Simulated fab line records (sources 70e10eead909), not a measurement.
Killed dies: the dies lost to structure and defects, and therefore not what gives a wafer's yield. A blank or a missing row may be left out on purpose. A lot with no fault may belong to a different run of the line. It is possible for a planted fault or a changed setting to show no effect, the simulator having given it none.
Which tool did it? | flow nand harc | Sampling: 12 lots, 36 wafers, 3 of 1302 route steps

== WHAT EACH GAUGE READ, for each wafer ==
NHARC_P_GATE_OVL_MEAS_27.
lot  | measured     | on         | overlay x nm (nm)
L075 | day 5 15:07  | overlay-02 | 0.9 0.1 1.1
L077 | day 6 07:35  | overlay-02 | 1.2 1.0 1.8
L079 | day 7 05:43  | overlay-01 | -0.6 -1.4 -1.2
L081 | day 8 01:43  | overlay-01 | 0.7 0.8 0.5
L083 | day 8 18:23  | overlay-02 | -1.5 -0.6 -1.5
L085 | day 9 20:51  | overlay-02 | -1.3 -1.4 -1.1
L087 | day 10 23:20 | overlay-01 | -0.8 -0.3 0.1
L089 | day 10 23:29 | overlay-02 | 0.3 0.3 0.1
L091 | day 11 23:13 | overlay-02 | -0.2 -0.4 -0.2
L093 | day 12 20:10 | overlay-01 | 0.7 0.3 0.9
L095 | day 13 17:37 | overlay-01 | 0.5 -0.2 -0.1
L097 | day 14 15:37 | overlay-01 | -0.5 0.1 -0.4

== TOOL THAT RAN EACH LOT (tool first, then ch and the chambers of the sampled wafers, then the start) ==
lot  | NHARC_P_ZERO_WELL_ETCH_65          | NHARC_P_GATE_HM_DEP_102
L075 | rie diel-02 ch 0,2,3, day 2 08:16  | acl dep-01 ch 0, day 5 13:47
L077 | rie diel-06 ch 0,1,3, day 3 03:22  | acl dep-02 ch 0, day 6 06:16
L079 | rie diel-02 ch 0,1,3, day 3 23:29  | acl dep-02 ch 0, day 7 04:17
L081 | rie diel-06 ch 1,2,3, day 4 19:22  | acl dep-01 ch 0, day 8 00:18
L083 | rie diel-02 ch 0,3, day 5 15:29    | acl dep-01 ch 0, day 8 17:10
L085 | rie diel-09 ch 0,1,3, day 6 11:23  | acl dep-02 ch 0, day 9 19:32
L087 | rie diel-02 ch 0,1, day 7 07:41    | acl dep-01 ch 0, day 10 22:02
L089 | rie diel-02 ch 0,1,2, day 8 03:30  | acl dep-02 ch 0, day 10 22:08
L091 | rie diel-02 ch 0,1,3, day 8 23:41  | acl dep-03 ch 0, day 11 21:47
L093 | rie diel-02 ch 0,1,2, day 9 20:02  | acl dep-02 ch 0, day 12 18:58
L095 | rie diel-06 ch 0,1,3, day 10 15:29 | acl dep-02 ch 0, day 13 16:19
L097 | rie diel-09 ch 0,2,3, day 11 11:22 | acl dep-03 ch 0, day 14 14:07
- NHARC_P_ZERO_WELL_ETCH_65: etches the open film in N2/H2, target depth 80 nm, overetch 24 nm, time 87.88 s.
- NHARC_P_GATE_HM_DEP_102: deposits aC, target thk 120 nm.

== THE ANSWER, worked out from the rows above alone ==
Rule: usual is defined by the lots themselves. Put in order of their means at a reading, lots are off if they are a third of the lots or fewer, leave a main group of 4 or more, and stand apart from it by a gap of 3 or more times the standard deviation of the main group's means; of several such gaps the widest counts. A main group is skipped when, at the precision printed for the reading in the tables above, its means are all equal. Also off: a lot with no number at a reading for which 4 or more lots have one. All remaining lots with rows at the step are treated as sound.
Across all readings shown, no lot is off: no conclusion can be drawn from this.

== WHAT THE SIMULATOR HAD INSERTED ==
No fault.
